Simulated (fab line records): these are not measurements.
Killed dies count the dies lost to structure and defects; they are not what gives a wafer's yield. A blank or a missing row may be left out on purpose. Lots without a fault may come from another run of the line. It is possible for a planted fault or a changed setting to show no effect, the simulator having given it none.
Chamber matching | flow n5Finfet | N5_BEOL_M3_ETCH_63 on rieDiel-03: 4 sister chambers
The step etches SiARC in CF4, target depth 15.6 nm, time 26 s. 4 wafers are shown with their chamber, then 8 later ones without.

## WAFERS PAIRED WITH THEIR CHAMBERS
wafer  | chamber | showerheadPlenumPTorr (Torr)
L083.3 | 1       | 2.19
L086.5 | 3       | 2.16
L086.6 | 0       | 2.08
L090.3 | 2       | 2.20

## WAFERS WITH NO CHAMBER GIVEN
wafer  | showerheadPlenumPTorr (Torr)
L090.5 | 2.18
L090.6 | 2.20
L094.1 | 2.15
L094.2 | 2.07
L094.4 | 2.07
L096.1 | 2.18
L096.2 | 2.15
L096.3 | 2.07

## CHAMBER TAKEN BY EACH
wafer  | from the rows above          | in truth
L090.5 | can't be placed: 1 or 2 or 3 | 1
L090.6 | can't be placed: 2 or 1      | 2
L094.1 | 3                            | 3
L094.2 | 0                            | 0
L094.4 | 0                            | 0
L096.1 | can't be placed: 1 or 2 or 3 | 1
L096.2 | 3                            | 3
L096.3 | 0                            | 0
5 of 8 placed correctly. These rows do not allow placing 3 (true chamber among the candidates in 3). Wrongly placed: 0.
How it was worked out, from the rows above alone: a wafer's distance from a chamber is the root of the sum, over the readings, of the square of ((its reading less the chamber's mean) divided by the reading's scatter). The wafer belongs to the nearest chamber; if the next one is less than 2 further off, it can't be placed. For every chamber, the mean is computed from those of its wafers that are shown. The scatter: root of mean squared gap, hidden wafer to nearest shown wafer, with one shown wafer a chamber.
